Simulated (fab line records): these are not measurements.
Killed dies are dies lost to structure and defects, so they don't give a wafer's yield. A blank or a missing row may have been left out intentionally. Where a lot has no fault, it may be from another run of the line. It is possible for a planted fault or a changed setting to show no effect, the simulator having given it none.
Chamber matching + flow n5_finfet + rie_diel-04 running N5_BEOL_M11_STRIP_19: 4 sister chambers
The step strips in O2. 4 wafers are shown with their chamber, then 9 later ones without.

WAFERS PAIRED WITH THEIR CHAMBERS
| wafer  | chamber | drypump_motor_current_A (A) |
|--------|---------|-----------------------------|
| L080.3 | 0       | 5.6                         |
| L080.4 | 3       | 5.2                         |
| L087.3 | 1       | 4.9                         |
| L087.6 | 2       | 5.3                         |

WAFERS WHOSE CHAMBER IS MISSING
| wafer  | drypump_motor_current_A (A) |
|--------|-----------------------------|
| L091.1 | 5.7                         |
| L091.2 | 4.9                         |
| L091.3 | 5.3                         |
| L090.1 | 5.2                         |
| L090.3 | 5.3                         |
| L090.6 | 5.3                         |
| L093.1 | 4.9                         |
| L093.2 | 5.6                         |
| L093.4 | 5.3                         |

THE CHAMBER EACH PASSED THROUGH
| wafer  | from the rows above | in truth |
|--------|---------------------|----------|
| L091.1 | 0                   | 0        |
| L091.2 | 1                   | 1        |
| L091.3 | 2                   | 2        |
| L090.1 | 3                   | 3        |
| L090.3 | 2                   | 2        |
| L090.6 | 2                   | 2        |
| L093.1 | 1                   | 1        |
| L093.2 | 0                   | 0        |
| L093.4 | 2                   | 2        |
Placed correctly: 9 of 9. From these rows, 0 cannot be placed. Wrongly placed: 0.
How it was worked out, from the rows above alone: a wafer's distance from a chamber is the root of the sum, over the readings, of the square of ((its reading less the chamber's mean) divided by the reading's scatter). If the next closest chamber is less than 2 further off than the closest, the wafer can't be placed; otherwise it belongs to the closest. A chamber's mean is the mean of its shown wafers. The scatter: with one shown wafer a chamber, the root of the mean of the squares of how far each hidden wafer lies from its nearest shown one.
